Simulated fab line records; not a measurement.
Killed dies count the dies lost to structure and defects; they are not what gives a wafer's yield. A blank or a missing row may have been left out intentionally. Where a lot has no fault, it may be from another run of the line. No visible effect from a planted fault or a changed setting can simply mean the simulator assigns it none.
Matching of chambers :: flow nandHarc :: 3 sister chambers for NHARC_A_CONTACT_DEP_29 on pecvd-03
The step deposits SiON, target thk 100 nm. 6 wafers are shown with their chamber, then 12 later ones without.

== WAFERS, EACH WITH ITS CHAMBER ==
wafer: L080.6
chamber: 0
heaterPowerW (W): 677

wafer: L083.2
chamber: 0
heaterPowerW (W): 722

wafer: L083.6
chamber: 2
heaterPowerW (W): 755

wafer: L087.2
chamber: 1
heaterPowerW (W): 795

wafer: L087.3
chamber: 2
heaterPowerW (W): 691

wafer: L087.4
chamber: 1
heaterPowerW (W): 793

== WAFERS WHOSE CHAMBER IS MISSING ==
wafer: L088.2
heaterPowerW (W): 723

wafer: L088.3
heaterPowerW (W): 760

wafer: L088.5
heaterPowerW (W): 698

wafer: L089.2
heaterPowerW (W): 687

wafer: L089.4
heaterPowerW (W): 782

wafer: L089.5
heaterPowerW (W): 683

wafer: L091.1
heaterPowerW (W): 627

wafer: L091.3
heaterPowerW (W): 807

wafer: L091.5
heaterPowerW (W): 630

wafer: L095.4
heaterPowerW (W): 654

wafer: L095.5
heaterPowerW (W): 721

wafer: L095.6
heaterPowerW (W): 769

== WHICH CHAMBER EACH WENT THROUGH ==
wafer: L088.2
from the rows above: can't be placed: 2 or 0
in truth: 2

wafer: L088.3
from the rows above: can't be placed: 1 or 2 or 0
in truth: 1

wafer: L088.5
from the rows above: can't be placed: 0 or 2
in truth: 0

wafer: L089.2
from the rows above: can't be placed: 0 or 2
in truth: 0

wafer: L089.4
from the rows above: can't be placed: 1 or 2
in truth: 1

wafer: L089.5
from the rows above: can't be placed: 0 or 2
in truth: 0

wafer: L091.1
from the rows above: can't be placed: 0 or 2
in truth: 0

wafer: L091.3
from the rows above: 1
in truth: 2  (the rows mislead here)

wafer: L091.5
from the rows above: can't be placed: 0 or 2
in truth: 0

wafer: L095.4
from the rows above: can't be placed: 0 or 2
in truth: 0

wafer: L095.5
from the rows above: can't be placed: 2 or 0
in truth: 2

wafer: L095.6
from the rows above: can't be placed: 1 or 2 or 0
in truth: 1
Placed correctly: 0 of 12. Can't be placed from these rows: 11 (the true chamber is among the candidates in 11). 1 placed wrongly.
How it was worked out, from the rows above alone: a wafer's distance from a chamber is the root of the sum, over the readings, of the square of ((its reading less the chamber's mean) divided by the reading's scatter). If the next closest chamber is less than 2 further off than the closest, the wafer can't be placed; otherwise it belongs to the closest. The mean given for a chamber averages the wafers shown for that chamber. The scatter: take each reading less its chamber's mean, square it, sum over the shown wafers, divide by the number of wafers less the number of chambers, and take the root.
